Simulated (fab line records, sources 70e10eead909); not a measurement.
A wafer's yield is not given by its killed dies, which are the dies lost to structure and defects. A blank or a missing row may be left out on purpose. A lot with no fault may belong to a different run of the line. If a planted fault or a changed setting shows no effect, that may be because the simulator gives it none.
The tool behind it: which one? -- flow nandHarc -- Sampling: 13 lots, 39 wafers, 6 of 1302 route steps

== WHAT THE GAUGES SHOWED, per wafer ==
NHARC_P_M2_OVL_MEAS_10: pitch 340 nm. Usual: overlayXNm 0.3 nm, standard deviation 0.66; overlayYNm -0.2 nm, standard deviation 0.78.
lot,measured,on,overlayXNm (nm),overlayYNm (nm),flag
L770,day 6 13:59,overlay-02,0.8 1.6 0.9,-0.5 0.1 -0.1,
L771,day 6 22:28,overlay-02,-0.2 -0.1 0.1,-0.6 -0.2 -0.4,
L772,day 7 03:15,overlay-01,-0.2 -0.2 -0.2,0.1 0.0 0.5,
L773,day 7 14:35,overlay-02,-0.4 -0.5 -0.1,-0.5 0.3 0.3,
L774,day 8 10:50,overlay-01,1.0 1.0 0.8,0.5 0.6 0.5,
L777,day 9 17:38,overlay-02,38.4 38.4 37.9 38.1 37.5 38.1,-0.7 -0.5 -0.6 -0.5 -0.9 -0.6,OFF
L782,day 11 07:52,overlay-01,0.9 0.6 0.2,-0.8 -1.1 -0.6,
L784,day 12 09:11,overlay-02,37.4 37.6 37.4 37.6 36.9 37.6,1.1 0.4 0.7 0.9 0.8 0.8,OFF
L783,day 12 11:43,overlay-01,38.0 38.3 38.0 38.3 38.1 38.1,0.6 0.9 0.8 0.5 0.7 0.3,OFF
L786,day 13 04:48,overlay-02,0.0 0.7 0.4,-0.6 0.0 -0.2,
L788,day 13 19:27,overlay-02,1.1 1.3 1.9,-1.7 -2.6 -2.2,
L791,day 14 23:30,overlay-02,-0.1 0.0 -0.6,0.2 0.7 0.9,
L793,day 15 21:46,overlay-02,-1.0 -0.4 -0.7,-0.1 0.1 -0.1,

NHARC_END_SORT_01. Usual: defectLimitedYield 91.5 %, standard deviation 2.7; killedAtArray 52, standard deviation 19; killedAtOther 0.9, standard deviation 1.3; killedAtPeriphery 4, standard deviation 3.1; killedDies 57, standard deviation 18; killedOpen 3.2, standard deviation 1.7; killedShort 2.3, standard deviation 1.4; sort_bin_2_pct 2.9 %, standard deviation 1.2; sort_bin_3_pct 0.6 %, standard deviation 0.42; sort_bin_4_pct 4.9 %, standard deviation 1.5; sortNPass 620, standard deviation 18; sortRimYieldPct 93 %, standard deviation 4.3; sortYieldPct 91.5 %, standard deviation 2.7.
lot,measured,on,defectLimitedYield (%),killedAtArray,killedAtOther,killedAtPeriphery,killedDies,killedOpen,killedShort,sort_bin_2_pct (%),sort_bin_3_pct (%),sort_bin_4_pct (%),sortNPass,sortRimYieldPct (%),sortYieldPct (%),flag
L786,day 32 04:17,prober-01,93.1 92.2 93.9,41 51 36,0 0 1,6 2 4,47 53 41,2 3 6,2 4 4,2.4 2.5 2.7,0.4 0.3 0.1,4.1 5.0 3.2,630 624 636,94 97 92,93.1 92.2 93.9,
L788,day 31 19:00,prober-02,91.3,57,0,2,59,2,2,2.8,0.7,5.2,618,99,91.3,

== WHICH TOOL RAN EACH LOT (tool, then ch and the chambers of the sampled wafers, then the start) ==
lot,NHARC_P_M1_ANNEAL_31,NHARC_P_M2_EXPOSE_06,NHARC_P_M2_DESCUM_14,NHARC_P_M2_CMP_23
L770,"rtpAnneal-01 ch 0, day 6 11:43","arfiScanner-03 ch 0, day 6 13:45","rieDiel-02 ch 1,2,3, day 6 14:04","cmp-03 ch 1,2,3, day 6 16:13"
L771,"rtpAnneal-02 ch 0, day 6 20:08","arfiScanner-03 ch 0, day 6 22:14","rieDiel-05 ch 0,2,3, day 6 22:33","cmp-04 ch 0,2,3, day 7 00:54"
L772,"rtpAnneal-02 ch 0, day 7 00:54","arfiScanner-03 ch 0, day 7 03:01","rieDiel-05 ch 0,2,3, day 7 03:21","cmp-02 ch 0,1, day 7 05:28"
L773,"rtpAnneal-01 ch 0, day 7 12:15","arfiScanner-01 ch 0, day 7 14:21","rieDiel-05 ch 0,1,2, day 7 14:41","cmp-04 ch 1,2,3, day 7 16:57"
L774,"rtpAnneal-02 ch 0, day 8 08:33","arfiScanner-03 ch 0, day 8 10:37","rieDiel-02 ch 1,3, day 8 10:57","cmp-04 ch 1,2, day 8 13:08"
L777,"rtpAnneal-02 ch 0, day 9 15:20","arfiScanner-03 ch 0, day 9 17:24",-,-
L782,"rtpAnneal-02 ch 0, day 11 05:34","arfiScanner-01 ch 0, day 11 07:38","rieDiel-02 ch 1,2,3, day 11 07:58","cmp-04 ch 0,1,3, day 11 10:05"
L784,"rtpAnneal-02 ch 0, day 12 07:01","arfiScanner-03 ch 0, day 12 08:58",-,-
L783,"rtpAnneal-01 ch 0, day 12 09:33","arfiScanner-03 ch 0, day 12 11:29",-,-
L786,"rtpAnneal-02 ch 0, day 13 02:24","arfiScanner-01 ch 0, day 13 04:35","rieDiel-05 ch 0,3, day 13 04:55","cmp-04 ch 1,2,3, day 13 07:07"
L788,"rtpAnneal-01 ch 0, day 13 17:10","arfiScanner-01 ch 0, day 13 19:13","rieDiel-02 ch 0,2,3, day 13 19:33","cmp-03 ch 1,3, day 13 21:59"
L791,"rtpAnneal-01 ch 0, day 14 21:13","arfiScanner-01 ch 0, day 14 23:17","rieDiel-02 ch 1,2, day 14 23:37","cmp-04 ch 1,3, day 15 02:08"
L793,"rtpAnneal-01 ch 0, day 15 19:32","arfiScanner-02 ch 0, day 15 21:33","rieDiel-02 ch 0,1,2, day 15 21:52","cmp-03 ch 0,2,3, day 16 00:01"
- NHARC_P_M1_ANNEAL_31: time 90 s.
- NHARC_P_M2_EXPOSE_06: exposes mask P M2, target cd 170 nm.
- NHARC_P_M2_DESCUM_14: chemistry O2, time 3 s.
- NHARC_P_M2_CMP_23: polishes, t overpolish 20 s, target thk 144.3 nm.

== WHAT THE TOOLS THEMSELVES READ (means of the sampled wafers that have a number; where no wafer has one, the mark that the record gives instead) ==
NHARC_P_M1_ANNEAL_31. Usual: annealTempC 225.01 C, standard deviation 0.18; wafer_temp_C_max 226.21, standard deviation 0.29.
lot,tool,annealTempC (C),wafer_temp_C_max,flag
L770,rtpAnneal-01,225.20,226.30,
L771,rtpAnneal-02,225.19,226.12,
L772,rtpAnneal-02,224.64,225.93,
L773,rtpAnneal-01,224.90,226.47,
L774,rtpAnneal-02,225.19,226.23,
L777,rtpAnneal-02,225.02,226.40,
L782,rtpAnneal-02,225.17,225.83,
L784,rtpAnneal-02,224.93,226.15,
L783,rtpAnneal-01,225.01,226.09,
L786,rtpAnneal-02,224.98,226.12,
L788,rtpAnneal-01,225.00,226.58,
L791,rtpAnneal-01,225.12,226.26,
L793,rtpAnneal-01,224.86,226.16,

NHARC_P_M2_DESCUM_14. Usual: drypumpMotorCurrentA 5.8 A, standard deviation 0.39; mfcArSccm 0.010 sccm, standard deviation 0.015; oesProductAu 0.996 a.u., standard deviation 0.014; rfVppV 57.9 V, standard deviation 0.87; showerheadPlenumPTorr 1.91 Torr, standard deviation 0.058; throttleValvePct 11.312 %, standard deviation 0.0097.
lot,tool,drypumpMotorCurrentA (A),mfcArSccm (sccm),oesProductAu (a.u.),rfVppV (V),showerheadPlenumPTorr (Torr),throttleValvePct (%),flag
L770,rieDiel-02,5.8,0.013,0.994,58.8,1.93,11.313,
L771,rieDiel-05,6.1,0.007,1.009,57.1,1.90,11.307,
L772,rieDiel-05,6.1,0.007,0.999,58.2,1.90,11.312,
L773,rieDiel-05,5.8,0.012,1.002,57.1,1.93,11.304,
L774,rieDiel-02,6.0,0.026,0.987,58.4,1.95,11.309,
L782,rieDiel-02,5.8,0.013,0.991,57.8,1.93,11.315,
L786,rieDiel-05,6.0,0.014,1.018,58.1,1.84,11.311,
L788,rieDiel-02,5.6,0.000,0.990,58.5,1.90,11.316,
L791,rieDiel-02,5.9,0.026,0.984,58.4,1.94,11.317,
L793,rieDiel-02,5.7,0.013,0.983,58.1,1.92,11.321,

NHARC_P_M2_CMP_23. Usual: motorCurrentA 11.6 A, standard deviation 1.4; timeToEndpointS 28 s, standard deviation 3.9.
lot,tool,motorCurrentA (A),timeToEndpointS (s),flag
L770,cmp-03,11.5,26,
L771,cmp-04,11.2,23,
L772,cmp-02,10.6,30,
L773,cmp-04,12.4,25,
L774,cmp-04,13.1,27,
L782,cmp-04,12.4,27,
L786,cmp-04,12.2,29,
L788,cmp-03,10.4,28,
L791,cmp-04,13.8,25,
L793,cmp-03,11.0,33,

== THE ANSWER, worked out from the rows above alone ==
Rule: a lot counts as off when the mean over its wafers that have a number is more than 3 standard deviations away from the usual mean. Also off: a lot with no number at a reading for which 4 or more lots have one. All remaining lots with rows at the step are treated as sound. After the gauges, taken in route order, come the tools' own readings; for these a lot's mean is taken, as printed above. The first step at which some lot is off is used, and at that step the reading that is off furthest; a lot without a number counts as furthest.
Off, at NHARC_P_M2_OVL_MEAS_10 on overlayXNm: L777, L784, L783.
A tool fits if, at a process step before that reading, it ran every lot that is off, and no sound lot after the first of them. The gauges at NHARC_P_M2_OVL_MEAS_10 are tried like those tools. One fits: arfiScanner-03 at NHARC_P_M2_EXPOSE_06. Its last sound lot is L774 (day 8 10:37), its first lot that is off L777 (day 9 17:24): a fault that began between those two fits.

== WHAT HAD BEEN PUT IN BY THE SIMULATOR ==
Scanner matching overlay: arfiScanner-03, from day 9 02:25 on, at NHARC_P_M2_EXPOSE_06. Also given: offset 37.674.
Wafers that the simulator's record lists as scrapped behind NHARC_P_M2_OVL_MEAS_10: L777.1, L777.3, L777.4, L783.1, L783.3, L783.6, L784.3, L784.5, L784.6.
Struck lots among those shown: L777, L784, L783. The rule given above showed the same thing.
